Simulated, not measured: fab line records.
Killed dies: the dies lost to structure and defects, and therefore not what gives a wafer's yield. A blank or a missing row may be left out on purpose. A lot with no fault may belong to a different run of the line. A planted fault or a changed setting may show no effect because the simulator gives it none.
Split-lot experiment -- flow n5Finfet -- 39 wafers read from 7 lots, route of 1938 steps

THE SPLIT
At N5_DUMMY_GATE_ETCH_31 (etches SiO2 in C4F6/O2, target depth 82.5 nm, time 27.5 s), the setting targetDepthA was moved away from the recipe's 825 angstrom on 18 of the 39 wafers read, by -12.3% to +12.2%. This setting was run at the recipe's value on the other wafers.

The reading is taken at the split's own step.

THE READING
SOC_of_DUMMY_GATE_COAT_34.thkNm (the simulator's own value, which no gauge read), in nm, at N5_DUMMY_GATE_ETCH_31 (etches SiO2 in C4F6/O2, target depth 82.5 nm, time 27.5 s). No usual value for it is given in the file. Average 51.8 nm, standard deviation 0.21 nm, over the 21 wafers here run with the recipe.

wafer,"tool, chamber at the split","targetDepthA as run, angstrom",against the recipe,"SOC_of_DUMMY_GATE_COAT_34.thkNm, nm",against lot-mates on the recipe
L074.1,"rieDiel-05, 2",742.7,-10.0%,52.6,+0.7
L074.2,"rieDiel-05, 0",825,recipe,52,-
L074.3,"rieDiel-05, 1",742.7,-10.0%,52.6,+0.7
L074.4,"rieDiel-05, 3",825,recipe,51.8,-
L074.5,"rieDiel-05, 0",825,recipe,52,-
L074.6,"rieDiel-05, 3",742.7,-10.0%,52.6,+0.7
L076.1,"rieDiel-02, 1",825,recipe,51.8,-
L076.2,"rieDiel-02, 0",825,recipe,51.8,-
L076.3,"rieDiel-02, 2",825,recipe,51.8,-
L076.4,"rieDiel-02, 0",873.6,+5.9%,51.4,-0.4
L076.5,"rieDiel-02, 2",873.6,+5.9%,51.2,-0.6
L076.6,"rieDiel-02, 1",873.6,+5.9%,51.2,-0.6
L078.1,"rieDiel-05, 0",723.6,-12.3%,53,+1.1
L078.2,"rieDiel-05, 1",825,recipe,51.8,-
L078.3,"rieDiel-05, 3",723.6,-12.3%,52.8,+0.9
L078.4,"rieDiel-05, 2",723.6,-12.3%,53,+1.1
L078.5,"rieDiel-05, 2",825,recipe,52,-
L078.6,"rieDiel-05, 1",825,recipe,51.8,-
L080.1,"rieDiel-02, 2",825,recipe,51.8,-
L080.2,"rieDiel-02, 3",740.5,-10.2%,52.8,+1.0
L080.3,"rieDiel-02, 1",825,recipe,52,-
L080.4,"rieDiel-02, 0",825,recipe,51.6,-
L080.5,"rieDiel-02, 3",740.5,-10.2%,52.8,+1.0
L080.6,"rieDiel-02, 0",740.5,-10.2%,52.6,+0.8
L083.1,"rieDiel-02, 3",825,recipe,52.2,-
L083.2,"rieDiel-02, 0",825,recipe,51.8,-
L083.3,"rieDiel-02, 2",825,recipe,51.8,-
L084.1,"rieDiel-02, 2",861.8,+4.5%,51,-0.5
L084.2,"rieDiel-02, 0",825,recipe,51.6,-
L084.3,"rieDiel-02, 3",861.8,+4.5%,51.2,-0.3
L084.4,"rieDiel-02, 1",825,recipe,51.4,-
L084.5,"rieDiel-02, 1",861.8,+4.5%,51,-0.5
L084.6,"rieDiel-02, 0",825,recipe,51.6,-
L092.1,"rieDiel-02, 3",925.3,+12.2%,50.6,-0.9
L092.2,"rieDiel-02, 0",925.3,+12.2%,50.4,-1.1
L092.3,"rieDiel-02, 1",825,recipe,51.4,-
L092.4,"rieDiel-02, 2",825,recipe,51.4,-
L092.5,"rieDiel-02, 2",925.3,+12.2%,50.4,-1.1
L092.6,"rieDiel-02, 1",825,recipe,51.6,-

FIT RESULTS
A straight line over all 39 wafers: SOC_of_DUMMY_GATE_COAT_34.thkNm changes by -0.0983 nm for each +1% of targetDepthA; r = -0.96; the points scatter about the line by 0.19 nm.
The same after taking each lot's own level away (the mean of its wafers on the recipe; 39 wafers): -0.0839 nm for each +1%; r = -0.98; scatter 0.12 nm.
Per that fit: largest targetDepthA move, reading shift of 1 nm.
From 51.47 to 51.93 nm: that is the span of the lots' own levels, equal to 2.2 times the standard deviation above.
Thus the slope moves with the lot-to-lot level: the two fits are different.
Check: +1 nm against its lot-mates is what the line predicts for one of the wafers moved furthest among these (-12.3%) when that wafer is left out of the fit. It came out at +1.13 nm against them.

THESE WAFERS: OTHER SPLITS
Before the reading, these wafers also passed through other splits. Each is held against what the fit with the lots' levels taken away leaves over:
other split on the same wafers,wafers away from the commonest value,r with SOC_of_DUMMY_GATE_COAT_34.thkNm (lot level and that fit taken away)
N5_WELL_APT_IMPLANT_15 energyKev,12,+0.26
N5_DUMMY_GATE_ETCH_37 sourceW,18,-0.15

THE WHOLE CHAIN: every reading that the file lists as answering this split, in the file's order
step,what it does,reading,change (the file's fit),r (the file's)
N5_DUMMY_GATE_ETCH_31,"etches SiO2 in C4F6/O2, target depth 82.5 nm, time 27.5 s","etch.depthNm (the simulator's own value, which no gauge read)",+0.849 nm for each +1% of the setting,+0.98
N5_DUMMY_GATE_ETCH_31,"etches SiO2 in C4F6/O2, target depth 82.5 nm, time 27.5 s","SOC_of_DUMMY_GATE_COAT_34.thkNm (the simulator's own value, which no gauge read)",-0.0837 nm for each +1% of the setting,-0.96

FILE'S OWN FIT
SOC_of_DUMMY_GATE_COAT_34.thkNm changes by -0.0837 nm for each +1% of targetDepthA, r = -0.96.
